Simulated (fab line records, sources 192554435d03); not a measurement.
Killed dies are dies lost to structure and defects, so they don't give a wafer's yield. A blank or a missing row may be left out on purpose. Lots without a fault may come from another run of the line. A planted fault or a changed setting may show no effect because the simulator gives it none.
fab line records | flow n5_finfet
record lots=6 wafers=18 last_day=20
route steps=1938 shown BEOL_M9@1426 PASSIVATION@1936
lots that met no fault: from a run of the same line without faults
start_h: hours from the record's first day to the start of the lot's first wafer shown | wait_h: hours since the lot's step before | " the same as in the row above | L1.1+2: a row that stands for several wafers | - no value, or no start given | * or withheld: withheld | < > ~ a bound
route shown NAME@n: a module of which the file shows steps, and the number in the route of the first | usual: mean/standard deviation of fault-free wafers | same: alike in all rows | chamber/n: place in a boat | sites: the reading at each site | _std_site: their standard deviation | _edge_site: outer sites' mean less inner sites' | radius_mm: how far each site lies from the wafer's centre | mask NAME#n: copy n | behind: the tool/chamber that last shaped the wafer | hold: why the lot was held/for how many hours/how that ended | device: the transistor (n, p or np) that didn't switch | end of line: the same wafers' tests at the end of the route | a step without rows: its recipe alone | killed: dies lost to structure and defects at the first sort, not the wafer's yield | map: a wafer's dies, x killed, . not, _ none there
set.NAME: the setting as run; set.NAME@STEP: as run at that earlier step | model.NAME: the simulator's own value behind a step, which no gauge read
lots at some steps of the route; a table a step, a row a wafer
services: from which hour (start_h, from the record's first day; less than 0 if before it) a tool's chamber was out of use, for how many hours, and why
## steps
# step N5_BEOL_M9_COAT_64
# recipe resist=SiARC temp_c=220 time_s=60 spin_rpm=1500 resist_thk_nm=12
# step N5_BEOL_M9_COAT_75
# recipe resist=underlayer temp_c=205 time_s=60 spin_rpm=1500 resist_thk_nm=5
# step N5_BEOL_M9_COAT_22
# recipe resist=CAR-EUV spin_rpm=1500 resist_thk_nm=30
# step N5_BEOL_M9_EBR_24
# recipe solvent=PGMEA ebr_width_mm=1.5
# step N5_BEOL_M9_SOFTBAKE_23
# recipe temp_c=110 time_s=60 resist=CAR-EUV
# step N5_BEOL_M9_EXPOSE_25
# recipe mask_id=V8 na=0.33 source_shape=annular sigma_inner=0.4 sigma_outer=0.8 polarization=unpolarized dose_mj=37.25
# step N5_BEOL_M9_PEB_26
# recipe peb_temp_c=100 peb_time_s=60 resist=CAR-EUV
# step N5_BEOL_M9_DEVELOP_27
# recipe develop_time_s=30 developer=TMAH resist=CAR-EUV rinse_liquid=surfactant_rinse dry=air_spin dev_temp_c=23
# step N5_BEOL_M9_CD_MEAS_28
# recipe target_cd_nm=70 landing_energy_ev=500 detector=se_inlens polarity=opening
# usual cd_nm=70.02/0.23
# same landing_energy_ev=500
# columns lot.wafer tool chamber start_h wait_h cd_nm
L484.1 cd_sem-01 0 252.20 - 69.89
L484.3 " 0 " " 69.84
L484.4 " 0 " " 69.96
L487.3 cd_sem-01 0 274.59 - 70.05
L487.4 " 0 " " 69.79
L487.6 " 0 " " 69.93
L493.2 cd_sem-02 0 307.39 - 69.95
L493.3 " 0 " " 70.31
L493.5 " 0 " " 70.29
L494.3 cd_sem-01 0 309.79 - 70.19
L494.5 " 0 " " 69.66
L494.6 " 0 " " 70.45
L501.2 cd_sem-03 0 378.20 - 70.23
L501.3 " 0 " " 70.07
L501.5 " 0 " " 69.90
L504.2 cd_sem-01 0 414.00 - 69.62
L504.3 " 0 " " 69.60
L504.6 " 0 " " 70.20
# step N5_BEOL_M9_OVL_MEAS_29
# recipe points_per_wafer=522
# usual V8_OVL=-0.5/0.71
# columns lot.wafer tool chamber start_h wait_h V8_OVL[nm]
L484.1 overlay-02 0 252.23 0.0 -0.6
L484.3 " 0 " " -1.0
L484.4 " 0 " " 0.2
L487.3 overlay-01 0 274.63 0.0 -0.8
L487.4 " 0 " " -0.3
L487.6 " 0 " " 1.1
L493.2 overlay-01 0 307.43 0.0 0.2
L493.3 " 0 " " -2.0
L493.5 " 0 " " -0.5
L494.3 overlay-01 0 309.83 0.0 0.6
L494.5 " 0 " " 0.4
L494.6 " 0 " " -0.3
L501.2 overlay-01 0 378.23 0.0 0.2
L501.3 " 0 " " -0.1
L501.5 " 0 " " 0.3
L504.2 overlay-02 0 414.04 0.0 -0.1
L504.3 " 0 " " -0.8
L504.6 " 0 " " -0.9
# step N5_BEOL_M9_INSPECT_30
# recipe mode=adi inspect_instrument=brightfield
# usual raw_defect_count=420/86
# columns lot.wafer tool chamber start_h wait_h raw_defect_count
L484.1 defect_inspect-01 - 252.29 0.1 395
L484.3 " - " " 387
L484.4 " - " " 405
L487.3 defect_inspect-01 - 274.68 0.0 373
L487.4 " - " " 324
L487.6 " - " " 402
L493.2 defect_inspect-01 - 307.48 0.0 515
L493.3 " - " " 459
L493.5 " - " " 478
L494.3 defect_inspect-02 - 309.87 0.0 436
L494.5 " - " " 260
L494.6 " - " " 331
L501.2 defect_inspect-01 - 378.28 0.0 393
L501.3 " - " " 265
L501.5 " - " " 332
L504.2 defect_inspect-02 - 414.09 0.0 490
L504.3 " - " " 413
L504.6 " - " " 447
# step N5_BEOL_M9_DESCUM_33
# recipe chemistry=O2 time_s=7 source_power_w=50 bias_power_w=20 pressure_mtorr=20 rf_frequency_hz=2.712e+07 temp_c=40 resist=CAR-EUV o2_flow_sccm=225
# usual drypump_motor_current_A=5.7/0.37 oes_product_au=0.77/0.085 rf_vpp_V=243.1/1.4 showerhead_plenum_p_Torr=2.08/0.066 throttle_valve_pct=20.52/0.2
# columns lot.wafer tool chamber start_h wait_h drypump_motor_current_A oes_product_au rf_hours_counter_h rf_vpp_V showerhead_plenum_p_Torr throttle_valve_pct
L484.1 rie_diel-05 2 252.69 0.4 6.2 0.93 21 242.1 2.05 20.38
L484.3 " 1 " " 5.4 0.89 48 244.3 2.13 20.20
L484.4 " 0 " " 5.8 0.68 224 242.9 2.07 20.34
L487.3 rie_diel-03 2 274.71 0.0 5.7 0.68 230 240.6 1.98 20.58
L487.4 " 3 " " 5.5 0.70 199 243.4 2.17 20.61
L487.6 " 1 " " 5.7 0.71 - 244.2 2.07 20.76
L493.2 rie_diel-03 1 307.51 0.0 5.7 0.70 217 243.3 2.07 20.78
L493.3 " 2 " " 5.7 0.68 239 241.1 1.98 20.59
L493.5 " 3 " " 5.6 0.69 - 243.9 2.16 20.63
L494.3 rie_diel-03 2 310.07 0.2 5.7 0.67 240 241.1 1.98 20.57
L494.5 " 3 " " 5.5 0.69 - 243.7 2.16 20.63
L494.6 " 2 " " 5.7 0.67 - 242.1 1.98 20.58
L501.2 rie_diel-05 3 378.32 0.0 6.4 0.72 211 242.5 2.06 20.77
L501.3 " 1 " " 5.3 0.82 100 243.7 2.11 20.28
L501.5 " 3 " " 6.4 0.71 - 244.1 2.06 20.78
L504.2 rie_diel-05 3 414.12 0.0 6.4 0.70 219 241.4 2.06 20.78
L504.3 " 2 " " 6.2 0.84 79 242.1 2.03 20.47
L504.6 " 0 " " 5.8 0.91 - 240.8 2.06 20.08
# step N5_BEOL_M9_ETCH_76
# recipe chemistry=N2/H2 target=underlayer target_depth_a=65 mask_material=CAR-EUV time_s=5.2 ion_energy_ev=200 pressure_mtorr=30 source_w=840 bias_w=150 n2_flow_sccm=200 h2_flow_sccm=200 ends=cleared
# usual drypump_motor_current_A=5.7/0.37 etch_rf_on_time_s=5.20/0.082 oes_product_au=0.65/0.072 rf_vpp_V=523.5/2.8 showerhead_plenum_p_Torr=2.53/0.084 throttle_valve_pct=17.98/0.24
# columns lot.wafer tool chamber start_h wait_h drypump_motor_current_A etch_rf_on_time_s oes_product_au rf_hours_counter_h rf_vpp_V showerhead_plenum_p_Torr throttle_valve_pct
L484.1 rie_diel-05 2 252.73 0.0 6.2 5.11 0.79 21 520.8 2.49 17.72
L484.3 " 1 " " 5.3 5.20 0.74 48 527.5 2.59 17.63
L484.4 " 0 " " 5.8 5.45 0.58 224 525.0 2.51 17.78
L487.3 rie_diel-03 2 274.75 0.0 5.7 5.24 0.58 230 518.6 2.41 18.01
L487.4 " 3 " " 5.5 5.30 0.58 199 527.1 2.63 18.02
L487.6 " 1 " " 5.7 5.25 0.60 - 521.4 2.52 18.35
L493.2 rie_diel-03 1 307.55 0.0 5.8 6.23 0.54 217 521.6 2.52 18.37
L493.3 " 2 " " 5.7 6.23 0.53 239 520.6 2.41 17.99
L493.5 " 3 " " 5.5 5.33 0.58 - 525.3 2.63 18.08
L494.3 rie_diel-03 2 310.10 0.0 5.7 6.19 0.53 240 520.3 2.41 18.01
L494.5 " 3 " " 5.5 5.28 0.57 - 525.1 2.63 18.02
L494.6 " 2 " " 5.7 5.19 0.58 - 520.6 2.41 18.01
L501.2 rie_diel-05 3 378.35 0.0 6.4 5.17 0.61 211 522.2 2.51 18.22
L501.3 " 1 " " 5.4 5.24 0.69 100 525.4 2.57 17.72
L501.5 " 3 " " 6.4 5.13 0.62 - 523.4 2.51 18.23
L504.2 rie_diel-05 3 414.16 0.0 6.4 5.04 0.62 219 523.6 2.50 18.23
L504.3 " 2 " " 6.2 5.08 0.70 79 521.3 2.47 17.83
L504.6 " 0 " " 5.8 5.22 0.77 - 522.3 2.48 17.45
# step N5_BEOL_M9_ETCH_65
# recipe chemistry=CF4 target=SiARC target_depth_a=156 mask_material=CAR-EUV time_s=26 ion_energy_ev=80 pressure_mtorr=40 source_w=545 bias_w=36 Ar_flow_sccm=100 cf4_flow_sccm=100 ends=cleared
# usual cf4_flow_sccm=100.0/0.32 drypump_motor_current_A=5.7/0.37 etch_rf_on_time_s=26.0/0.37 oes_product_au=0.65/0.071 rf_vpp_V=184.0/1.2 showerhead_plenum_p_Torr=2.13/0.066 throttle_valve_pct=15.70/0.24
# columns lot.wafer tool chamber start_h wait_h cf4_flow_sccm drypump_motor_current_A etch_rf_on_time_s oes_product_au rf_hours_counter_h rf_vpp_V showerhead_plenum_p_Torr throttle_valve_pct
L484.1 rie_diel-05 2 252.75 0.0 100.7 6.2 25.3 0.80 21 184.2 2.10 15.55
L484.3 " 1 " " 99.9 5.3 25.7 0.76 48 184.4 2.17 15.29
L484.4 " 0 " " 100.5 5.8 26.2 0.58 224 182.8 2.12 15.52
L487.3 rie_diel-03 2 274.76 0.0 99.7 5.7 26.5 0.57 230 181.6 2.04 15.83
L487.4 " 3 " " 99.7 5.5 26.5 0.59 199 186.2 2.21 15.78
L487.6 " 1 " " 99.7 5.8 26.0 0.61 - 183.7 2.12 15.99
L493.2 rie_diel-03 1 307.57 0.0 100.2 5.8 26.4 0.60 217 184.9 2.12 16.01
L493.3 " 2 " " 100.0 5.7 26.3 0.57 239 183.2 2.03 15.85
L493.5 " 3 " " 100.2 5.5 26.7 0.59 - 184.0 2.21 15.81
L494.3 rie_diel-03 2 310.12 0.0 99.4 5.7 26.3 0.58 240 181.6 2.03 15.84
L494.5 " 3 " " 100.1 5.5 26.2 0.59 - 185.4 2.20 15.81
L494.6 " 2 " " 99.4 5.7 26.2 0.57 - 182.2 2.03 15.84
L501.2 rie_diel-05 3 378.37 0.0 100.4 6.4 25.7 0.62 211 182.2 2.12 15.99
L501.3 " 1 " " 100.0 5.3 25.8 0.69 100 183.7 2.16 15.42
L501.5 " 3 " " 100.5 6.4 25.9 0.62 - 183.6 2.12 16.00
L504.2 rie_diel-05 3 414.17 0.0 99.8 6.3 25.8 0.61 219 185.1 2.11 16.01
L504.3 " 2 " " 99.9 6.2 25.7 0.72 79 184.2 2.08 15.68
L504.6 " 0 " " 99.8 5.8 26.2 0.78 - 183.6 2.10 15.14
# step N5_PASSIVATION_PROBE_49
# usual defect_limited_yield=91.2/1.3 killed_at_M0_to_M3=34/9.2 killed_at_M4_up=14/5 killed_at_contacts=13/6.7 killed_at_front_end=39/12 killed_at_other=4/3.3 killed_dies=104/15 killed_open=68/12 killed_short=34/7.5 sort_bin_5_function=5.2/0.87 sort_bin_6_memory=3.3/0.63 sort_n_pass=1076/15 sort_yield_pct=91.2/1.3
# same gross_dies=1180 killed_at_back_side=0 sort_bin_4_leakage[%]=0 sort_bin_8_speed[%]=0
# columns lot.wafer tool chamber start_h wait_h defect_limited_yield[%] killed_at_M0_to_M3 killed_at_M4_up killed_at_contacts killed_at_front_end killed_at_other killed_dies killed_open killed_short sort_bin_5_function[%] sort_bin_6_memory[%] sort_n_pass sort_yield_pct[%]
L487.3 prober-01 - 341.38 0.1 91.0 32 17 6 48 3 106 72 31 5.0 3.5 1074 91.0
L487.4 prober-01 - 341.43 0.2 91.7 26 17 4 44 7 98 61 36 5.1 2.8 1082 91.7
L487.6 prober-01 - 341.53 0.3 89.4 42 12 13 52 6 125 83 37 6.8 3.5 1055 89.4
L494.3 prober-01 - 369.58 0.1 92.2 24 12 6 46 4 92 65 27 4.9 2.5 1088 92.2
L494.5 prober-01 - 369.68 0.2 93.7 23 14 1 33 3 74 53 17 3.1 3.1 1106 93.7
L494.6 prober-01 - 369.73 0.3 91.5 26 20 4 45 5 100 63 35 5.6 2.5 1080 91.5
L493.2 prober-02 - 369.60 0.1 91.9 22 17 23 29 5 96 63 32 4.7 3.4 1084 91.9
L493.3 prober-02 - 369.65 0.1 91.9 36 19 12 24 4 95 64 29 5.3 2.3 1085 91.9
L493.5 prober-02 - 369.75 0.2 90.8 38 17 11 40 3 109 69 39 5.6 3.2 1071 90.8
L501.2 prober-02 - 439.89 0.4 90.2 16 6 17 72 5 116 68 44 5.9 3.6 1064 90.2
L501.3 prober-02 - 439.94 0.4 91.3 34 7 10 51 1 103 65 38 4.1 4.2 1077 91.3
L501.5 prober-02 - 440.04 0.5 89.6 42 15 17 44 5 123 86 36 5.9 4.2 1057 89.6
L504.2 prober-02 - 478.73 0.1 89.1 35 14 26 48 6 129 91 36 7.0 3.6 1051 89.1
L504.3 prober-02 - 478.78 0.1 91.3 27 18 12 37 9 103 70 33 5.0 3.5 1077 91.3
L504.6 prober-02 - 478.93 0.3 91.0 41 17 8 36 4 106 58 45 5.8 3.0 1074 91.0
# killed by level:class
L487.3 FIN_SAQP:geometric_particle:open=15 STI_FIN_REVEAL:geometric_particle:open=11 BEOL_M3:geometric_particle:open=8 FIN_SAQP:geometric_particle:short=6 BEOL_M0:geometric_particle:open=6 BEOL_M4:geometric_particle:open=6 MOL_CONTACT_COAG:geometric_particle:open=5 BEOL_M0_SAQP:geometric_particle:short=5
L487.4 DUMMY_GATE:geometric_particle:open=9 FIN_SAQP:geometric_particle:open=8 STI_FIN_REVEAL:geometric_particle:open=7 GATE_CUT:geometric_particle:short=5 BEOL_M3:geometric_particle:open=5 BEOL_M0_SAQP:geometric_particle:short=4 FIN_SAQP:geometric_particle:short=4 BEOL_M0:geometric_particle:open=4
L487.6 FIN_SAQP:geometric_particle:open=12 MOL_CONTACT_COAG:geometric_particle:open=12 BEOL_M3:geometric_particle:open=11 STI_FIN_REVEAL:geometric_particle:open=9 BEOL_M2:geometric_particle:open=9 FIN_SAQP:geometric_particle:short=7 BEOL_M0_SAQP:geometric_particle:open=6 BEOL_M2:geometric_particle:short=5
L494.3 FIN_SAQP:geometric_particle:open=17 STI_FIN_REVEAL:geometric_particle:open=10 BEOL_M1:geometric_particle:open=8 MOL_CONTACT_COAG:geometric_particle:open=5 BEOL_M0_SAQP:geometric_particle:short=5 BEOL_M4:geometric_particle:open=5 BEOL_M4:geometric_particle:short=4 FIN_SAQP:geometric_particle:short=3
L493.2 MOL_CONTACT_COAG:geometric_particle:open=20 FIN_SAQP:geometric_particle:open=6 BEOL_M4:geometric_particle:open=5 BEOL_M1:geometric_particle:short=4 DUMMY_GATE:geometric_particle:open=4 GATE_CUT:geometric_particle:short=4 BEOL_M1:geometric_particle:open=4 BEOL_M2:geometric_particle:open=4
L493.3 BEOL_M4:geometric_particle:open=11 MOL_CONTACT_COAG:geometric_particle:open=10 FIN_SAQP:geometric_particle:short=7 BEOL_M0_SAQP:geometric_particle:open=7 BEOL_M2:geometric_particle:open=7 BEOL_M3:geometric_particle:open=7 BEOL_M0_SAQP:geometric_particle:short=6 FIN_SAQP:geometric_particle:open=5
L494.5 BEOL_M4:geometric_particle:open=9 FIN_SAQP:geometric_particle:open=6 BEOL_M0_SAQP:geometric_particle:open=6 FIN_SAQP:geometric_particle:short=5 BEOL_M1:geometric_particle:open=5 STARTING-WAFER:geometric_particle:open=5 STARTING-WAFER:geometric_particle:short=5 GATE_CUT:geometric_particle:open=4
L494.6 FIN_SAQP:geometric_particle:open=22 BEOL_M4:geometric_particle:open=11 FIN_SAQP:geometric_particle:short=7 BEOL_M0_SAQP:geometric_particle:short=7 BEOL_M1:geometric_particle:open=6 GATE_CUT:geometric_particle:short=5 BEOL_M0_SAQP:geometric_particle:open=4 ILD0:geometric_particle:short=3
L493.5 FIN_SAQP:geometric_particle:open=19 BEOL_M0_SAQP:geometric_particle:short=10 FIN_SAQP:geometric_particle:short=9 MOL_CONTACT_COAG:geometric_particle:open=9 BEOL_M3:geometric_particle:open=9 BEOL_M0_SAQP:geometric_particle:open=5 BEOL_M1:geometric_particle:open=5 BEOL_M0:geometric_particle:open=4
L501.2 FIN_SAQP:geometric_particle:short=26 FIN_SAQP:geometric_particle:open=17 MOL_CONTACT_COAG:geometric_particle:open=16 STI_FIN_REVEAL:geometric_particle:open=12 DUMMY_GATE:geometric_particle:open=4 GATE_CUT:geometric_particle:short=4 BEOL_M2:geometric_particle:open=4 BEOL_M3:geometric_particle:open=4
L501.3 FIN_SAQP:geometric_particle:short=15 FIN_SAQP:geometric_particle:open=13 BEOL_M3:geometric_particle:open=12 MOL_CONTACT_COAG:geometric_particle:open=8 BEOL_M0_SAQP:geometric_particle:short=7 GATE_CUT:geometric_particle:short=5 BEOL_M0_SAQP:geometric_particle:open=5 BEOL_M2:geometric_particle:open=5
L501.5 MOL_CONTACT_COAG:geometric_particle:open=16 BEOL_M3:geometric_particle:open=16 FIN_SAQP:geometric_particle:open=13 BEOL_M2:geometric_particle:open=8 BEOL_M4:geometric_particle:open=8 DUMMY_GATE:geometric_particle:open=7 FIN_SAQP:geometric_particle:short=6 BEOL_M2:geometric_particle:short=5
L504.2 MOL_CONTACT_COAG:geometric_particle:open=21 FIN_SAQP:geometric_particle:short=10 FIN_SAQP:geometric_particle:open=10 STI_FIN_REVEAL:geometric_particle:open=10 BEOL_M0_SAQP:geometric_particle:short=9 BEOL_M0_SAQP:geometric_particle:open=9 BEOL_M4:geometric_particle:open=9 BEOL_M2:geometric_particle:open=6
L504.3 MOL_CONTACT_COAG:geometric_particle:open=11 FIN_SAQP:geometric_particle:open=9 BEOL_M0_SAQP:geometric_particle:short=8 BEOL_M4:geometric_particle:open=8 DUMMY_GATE:geometric_particle:open=6 GATE_CUT:geometric_particle:short=6 BEOL_M1:geometric_particle:open=5 BEOL_M2:geometric_particle:open=5
L504.6 FIN_SAQP:geometric_particle:short=15 BEOL_M2:geometric_particle:open=10 BEOL_M0_SAQP:geometric_particle:short=9 BEOL_M4:geometric_particle:open=7 MOL_CONTACT_COAG:geometric_particle:open=6 FIN_SAQP:geometric_particle:open=5 GATE_CUT:geometric_particle:short=5 BEOL_M0:geometric_particle:open=5
## services
# columns tool chamber start_h hours kind
rie_diel-05 1 229.85 2.6 repair
rie_diel-05 0 249.90 1.2 repair
rie_diel-03 3 251.86 6.5 repair
rie_diel-05 2 281.14 7.1 repair
rie_diel-03 1 312.30 15.5 repair
rie_diel-05 3 315.21 3.1 repair
rie_diel-05 0 321.37 - clean
rie_diel-05 0 321.37 - consumable_replace:focus_ring
rie_diel-05 0 321.37 26.0 scheduled_down
rie_diel-05 0 321.37 26.0 vent_cycle
rie_diel-03 - 327.21 28.1 pm
rie_diel-05 - 329.22 0.3 repair
rie_diel-03 2 358.60 - clean
rie_diel-03 2 358.60 - consumable_replace:focus_ring
rie_diel-03 2 358.60 - consumable_replace:showerhead
rie_diel-03 2 358.60 21.6 scheduled_down
rie_diel-03 2 358.60 21.6 vent_cycle
rie_diel-03 - 374.24 1.1 repair
rie_diel-05 3 381.29 7.0 repair
rie_diel-03 - 408.89 2.8 pm
## key
first_sign step=N5_BEOL_M9_ETCH_76 reading=etch_rf_on_time_s direction=up sigmas=12 usual=* struck=*
effect none on later readings
met_at N5_BEOL_M9_ETCH_76
struck_wafers L493.2,L493.3,L494.3
onset_between 274.75 307.55
fault kind=process_parameter_drift tool=rie_diel-03 chamber=- onset_h=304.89 steps=N5_BEOL_M9_ETCH_76 channel=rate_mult offset=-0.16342 shape=step end_h=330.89 scope=struck_wafers_only
